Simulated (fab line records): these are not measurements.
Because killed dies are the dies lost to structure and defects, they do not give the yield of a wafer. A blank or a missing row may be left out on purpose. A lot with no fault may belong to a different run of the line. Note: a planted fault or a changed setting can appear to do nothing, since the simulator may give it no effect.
Matching of chambers :: flow n5_finfet :: N5_BEOL_M0_STRIP_140 on rie_diel-02: 4 sister chambers
The step strips in CF4. 20 wafers are shown with their chamber, then 10 later ones without.

EACH WAFER AND ITS CHAMBER
wafer: L074.1
chamber: 3
showerhead_plenum_p_Torr (Torr): 1.79
throttle_valve_pct (%): 13.26
oes_product_au (a.u.): 0.84

wafer: L074.2
chamber: 0
showerhead_plenum_p_Torr (Torr): 1.71
throttle_valve_pct (%): 13.79
oes_product_au (a.u.): 0.72

wafer: L074.3
chamber: 1
showerhead_plenum_p_Torr (Torr): 1.71
throttle_valve_pct (%): 13.87
oes_product_au (a.u.): 0.68

wafer: L079.2
chamber: 1
showerhead_plenum_p_Torr (Torr): 1.71
throttle_valve_pct (%): 13.87
oes_product_au (a.u.): 0.69

wafer: L079.3
chamber: 2
showerhead_plenum_p_Torr (Torr): 1.93
throttle_valve_pct (%): 13.53
oes_product_au (a.u.): 0.90

wafer: L079.6
chamber: 0
showerhead_plenum_p_Torr (Torr): 1.71
throttle_valve_pct (%): 13.83
oes_product_au (a.u.): 0.71

wafer: L080.1
chamber: 1
showerhead_plenum_p_Torr (Torr): 1.71
throttle_valve_pct (%): 13.90
oes_product_au (a.u.): 0.68

wafer: L080.3
chamber: 0
showerhead_plenum_p_Torr (Torr): 1.71
throttle_valve_pct (%): 13.82
oes_product_au (a.u.): 0.70

wafer: L080.6
chamber: 2
showerhead_plenum_p_Torr (Torr): 1.93
throttle_valve_pct (%): 13.51
oes_product_au (a.u.): 0.90

wafer: L087.2
chamber: 0
showerhead_plenum_p_Torr (Torr): 1.70
throttle_valve_pct (%): 13.87
oes_product_au (a.u.): 0.69

wafer: L087.5
chamber: 3
showerhead_plenum_p_Torr (Torr): 1.78
throttle_valve_pct (%): 13.29
oes_product_au (a.u.): 0.81

wafer: L087.6
chamber: 2
showerhead_plenum_p_Torr (Torr): 1.92
throttle_valve_pct (%): 13.57
oes_product_au (a.u.): 0.86

wafer: L088.1
chamber: 3
showerhead_plenum_p_Torr (Torr): 1.78
throttle_valve_pct (%): 13.32
oes_product_au (a.u.): 0.81

wafer: L088.3
chamber: 1
showerhead_plenum_p_Torr (Torr): 1.92
throttle_valve_pct (%): 13.34
oes_product_au (a.u.): 0.97

wafer: L088.5
chamber: 3
showerhead_plenum_p_Torr (Torr): 1.78
throttle_valve_pct (%): 13.30
oes_product_au (a.u.): 0.80

wafer: L089.1
chamber: 1
showerhead_plenum_p_Torr (Torr): 1.92
throttle_valve_pct (%): 13.30
oes_product_au (a.u.): 0.95

wafer: L089.2
chamber: 3
showerhead_plenum_p_Torr (Torr): 1.78
throttle_valve_pct (%): 13.30
oes_product_au (a.u.): 0.80

wafer: L089.6
chamber: 3
showerhead_plenum_p_Torr (Torr): 1.78
throttle_valve_pct (%): 13.29
oes_product_au (a.u.): 0.81

wafer: L090.1
chamber: 3
showerhead_plenum_p_Torr (Torr): 1.78
throttle_valve_pct (%): 13.32
oes_product_au (a.u.): 0.80

wafer: L090.5
chamber: 1
showerhead_plenum_p_Torr (Torr): 1.91
throttle_valve_pct (%): 13.32
oes_product_au (a.u.): 0.95

SIGNATURES (averages over the wafers above)
reading: showerhead_plenum_p_Torr
chamber 0: 1.7075
chamber 1: 1.8133
chamber 2: 1.9267
chamber 3: 1.7814
scatter within a chamber: 0.0634

reading: throttle_valve_pct
chamber 0: 13.8275
chamber 1: 13.6000
chamber 2: 13.5367
chamber 3: 13.2971
scatter within a chamber: 0.173

reading: oes_product_au
chamber 0: 0.7050
chamber 1: 0.8200
chamber 2: 0.8867
chamber 3: 0.8100
scatter within a chamber: 0.0848
Rule: for each reading, subtract the chamber's mean from the wafer's reading, divide by that reading's scatter and square the result; add these up over the readings and take the root, which gives the wafer's distance from the chamber. The wafer belongs to the nearest chamber; if the next one is less than 2 further off, it can't be placed. The scatter: take each reading less its chamber's mean, square it, sum over the shown wafers, divide by the number of wafers less the number of chambers, and take the root.

WAFERS WITH NO CHAMBER GIVEN
wafer: L090.6
showerhead_plenum_p_Torr (Torr): 1.70
throttle_valve_pct (%): 13.85
oes_product_au (a.u.): 0.69

wafer: L094.2
showerhead_plenum_p_Torr (Torr): 1.70
throttle_valve_pct (%): 13.91
oes_product_au (a.u.): 0.69

wafer: L094.4
showerhead_plenum_p_Torr (Torr): 1.91
throttle_valve_pct (%): 13.35
oes_product_au (a.u.): 0.91

wafer: L094.6
showerhead_plenum_p_Torr (Torr): 1.92
throttle_valve_pct (%): 13.61
oes_product_au (a.u.): 0.84

wafer: L096.1
showerhead_plenum_p_Torr (Torr): 1.91
throttle_valve_pct (%): 13.36
oes_product_au (a.u.): 0.90

wafer: L096.5
showerhead_plenum_p_Torr (Torr): 1.91
throttle_valve_pct (%): 13.37
oes_product_au (a.u.): 0.91

wafer: L096.6
showerhead_plenum_p_Torr (Torr): 1.70
throttle_valve_pct (%): 13.90
oes_product_au (a.u.): 0.68

wafer: L097.4
showerhead_plenum_p_Torr (Torr): 1.70
throttle_valve_pct (%): 13.91
oes_product_au (a.u.): 0.69

wafer: L097.5
showerhead_plenum_p_Torr (Torr): 1.91
throttle_valve_pct (%): 13.37
oes_product_au (a.u.): 0.91

wafer: L097.6
showerhead_plenum_p_Torr (Torr): 1.70
throttle_valve_pct (%): 13.91
oes_product_au (a.u.): 0.69

EACH ONE'S CHAMBER
wafer: L090.6
from the rows above: 0
in truth: 0

wafer: L094.2
from the rows above: 0
in truth: 0

wafer: L094.4
from the rows above: can't be placed: 2 or 1 or 3
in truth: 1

wafer: L094.6
from the rows above: can't be placed: 2 or 1
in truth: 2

wafer: L096.1
from the rows above: can't be placed: 2 or 1 or 3
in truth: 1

wafer: L096.5
from the rows above: can't be placed: 2 or 1 or 3
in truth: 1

wafer: L096.6
from the rows above: 0
in truth: 0

wafer: L097.4
from the rows above: 0
in truth: 0

wafer: L097.5
from the rows above: can't be placed: 2 or 1 or 3
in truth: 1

wafer: L097.6
from the rows above: 0
in truth: 0
5 of 10 placed correctly. Cannot be placed on the basis of these rows: 5; the candidates contain the true chamber in 5. Wrongly placed: 0.
